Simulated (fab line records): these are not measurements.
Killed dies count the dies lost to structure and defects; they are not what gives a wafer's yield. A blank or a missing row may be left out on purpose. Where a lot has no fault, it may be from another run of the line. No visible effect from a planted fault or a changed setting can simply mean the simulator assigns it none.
Matching of chambers || flow n5_finfet || 4 sister chambers for N5_BEOL_M0_SAQP_SPACER2_ETCHBACK_27 on rie_diel-05
The step etches SiO2 in CHF3/O2, target depth 22.5 nm, time 11.25 s. 4 wafers are shown with their chamber, then 7 later ones without.

## WAFERS WITH THEIR CHAMBER
{"wafer": "L080.1", "chamber": 1, "drypump_motor_current_A (A)": 6.1}
{"wafer": "L080.6", "chamber": 3, "drypump_motor_current_A (A)": 5.2}
{"wafer": "L091.1", "chamber": 0, "drypump_motor_current_A (A)": 5.9}
{"wafer": "L091.2", "chamber": 2, "drypump_motor_current_A (A)": 6.3}

## WAFERS WHOSE CHAMBER IS MISSING
{"wafer": "L091.3", "drypump_motor_current_A (A)": 5.2}
{"wafer": "L093.2", "drypump_motor_current_A (A)": 5.3}
{"wafer": "L093.3", "drypump_motor_current_A (A)": 5.9}
{"wafer": "L093.4", "drypump_motor_current_A (A)": 6.4}
{"wafer": "L095.1", "drypump_motor_current_A (A)": 5.3}
{"wafer": "L095.4", "drypump_motor_current_A (A)": 6.1}
{"wafer": "L095.5", "drypump_motor_current_A (A)": 5.9}

## WHICH CHAMBER EACH WENT THROUGH
{"wafer": "L091.3", "from the rows above": 3, "in truth": 3}
{"wafer": "L093.2", "from the rows above": 3, "in truth": 3}
{"wafer": "L093.3", "from the rows above": 0, "in truth": 0}
{"wafer": "L093.4", "from the rows above": 2, "in truth": 2}
{"wafer": "L095.1", "from the rows above": 3, "in truth": 3}
{"wafer": "L095.4", "from the rows above": 1, "in truth": 1}
{"wafer": "L095.5", "from the rows above": 0, "in truth": 0}
Correct placement for 7 of the 7. Left unplaced by these rows: 0. 0 placed wrongly.
How it was worked out, from the rows above alone: a wafer's distance from a chamber is the root of the sum, over the readings, of the square of ((its reading less the chamber's mean) divided by the reading's scatter). The wafer belongs to the nearest chamber; if the next one is less than 2 further off, it can't be placed. A chamber's mean is the mean of its shown wafers. The scatter: root of mean squared gap, hidden wafer to nearest shown wafer, with one shown wafer a chamber.
